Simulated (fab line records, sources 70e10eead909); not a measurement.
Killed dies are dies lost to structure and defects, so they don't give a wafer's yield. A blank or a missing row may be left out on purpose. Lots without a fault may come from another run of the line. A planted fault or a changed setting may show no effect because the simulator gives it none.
Which tool did it? | flow nand_harc | 10 lots, 28 wafers sampled, at 3 steps of a route of 1159

WHAT THE GAUGES READ, wafer by wafer
NHARC_A_CHANNEL_HOLE_D1_CD_MEAS_10: target cd 100 nm.
lot  | measured     | on        | cd_nm (nm)
L424 | day 8 14:02  | cd_sem-03 | 99.9 100.0 99.5
L426 | day 8 21:10  | cd_sem-02 | 100.2 100.2 99.8
L427 | day 9 06:16  | cd_sem-01 | 100.2 99.3 99.9
L429 | day 9 10:22  | cd_sem-03 | 100.0 100.3 100.2
L431 | day 9 20:52  | cd_sem-02 | 100.6 100.2 100.2
L432 | day 10 11:08 | cd_sem-03 | 112.6 112.5
L437 | day 11 10:16 | cd_sem-01 | 100.0 100.0 99.7
L436 | day 11 11:10 | cd_sem-02 | 109.9 110.3
L439 | day 12 03:37 | cd_sem-02 | 100.8 100.4 100.7
L446 | day 13 08:11 | cd_sem-01 | 99.8 99.8 99.6

WHICH TOOL RAN EACH LOT (tool, then ch and the chambers of the sampled wafers, then the start)
lot  | NHARC_A_CHANNEL_HOLE_D1_DEP_01  | NHARC_A_CHANNEL_HOLE_D1_PEB_08
L424 | pecvd-04 ch 0,2, day 8 13:20    | litho_track-06 ch 0, day 8 13:57
L426 | pecvd-01 ch 0,1,2, day 8 20:28  | litho_track-04 ch 0, day 8 21:05
L427 | pecvd-02 ch 1,2, day 9 05:33    | litho_track-06 ch 0, day 9 06:11
L429 | pecvd-02 ch 0,2, day 9 09:38    | litho_track-01 ch 0, day 9 10:17
L431 | pecvd-02 ch 0,2, day 9 20:08    | litho_track-06 ch 0, day 9 20:47
L432 | pecvd-02 ch 1,2, day 10 10:32   | litho_track-06 ch 0, day 10 11:04
L437 | pecvd-04 ch 0,1,2, day 11 09:33 | litho_track-04 ch 0, day 11 10:11
L436 | pecvd-01 ch 0, day 11 10:28     | litho_track-06 ch 0, day 11 11:05
L439 | pecvd-04 ch 0,1, day 12 03:02   | litho_track-04 ch 0, day 12 03:32
L446 | pecvd-01 ch 0,1,2, day 13 07:28 | litho_track-04 ch 0, day 13 08:07
- NHARC_A_CHANNEL_HOLE_D1_DEP_01: deposits SiON, target thk 140 nm.
- NHARC_A_CHANNEL_HOLE_D1_PEB_08: peb time 65 s.

THE ANSWER, worked out from the rows above alone
Rule: what is usual is taken from the lots themselves. Put in order of their means at a reading, lots are off if they are a third of the lots or fewer, leave a main group of 4 or more, and stand apart from it by a gap of 3 or more times the standard deviation of the main group's means; of several such gaps the widest counts. A main group whose means are all the same, to the digits that the tables above print for the reading, isn't used. A lot without any number at a reading at which 4 lots or more have one is off too. The other lots that the step has rows for count as sound.
Off: L432, L436, at NHARC_A_CHANNEL_HOLE_D1_CD_MEAS_10 (cd_nm). The main group: mean 100.1 nm, standard deviation 0.29.
A tool fits if, at a process step before that reading, it ran every lot that is off, and no sound lot after the first of them. The gauges at NHARC_A_CHANNEL_HOLE_D1_CD_MEAS_10 are tried like those tools. One fits: litho_track-06 at NHARC_A_CHANNEL_HOLE_D1_PEB_08. Its last sound lot is L431 (day 9 20:47), its first lot that is off L432 (day 10 11:04): a fault that began between those two fits.

WHAT THE SIMULATOR HAD PUT IN
Process parameter drift: litho_track-06, from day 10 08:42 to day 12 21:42, at NHARC_A_CHANNEL_HOLE_D1_PEB_08. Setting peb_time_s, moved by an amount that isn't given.
Lots struck among those shown: L432, L436. The rule above found the same.
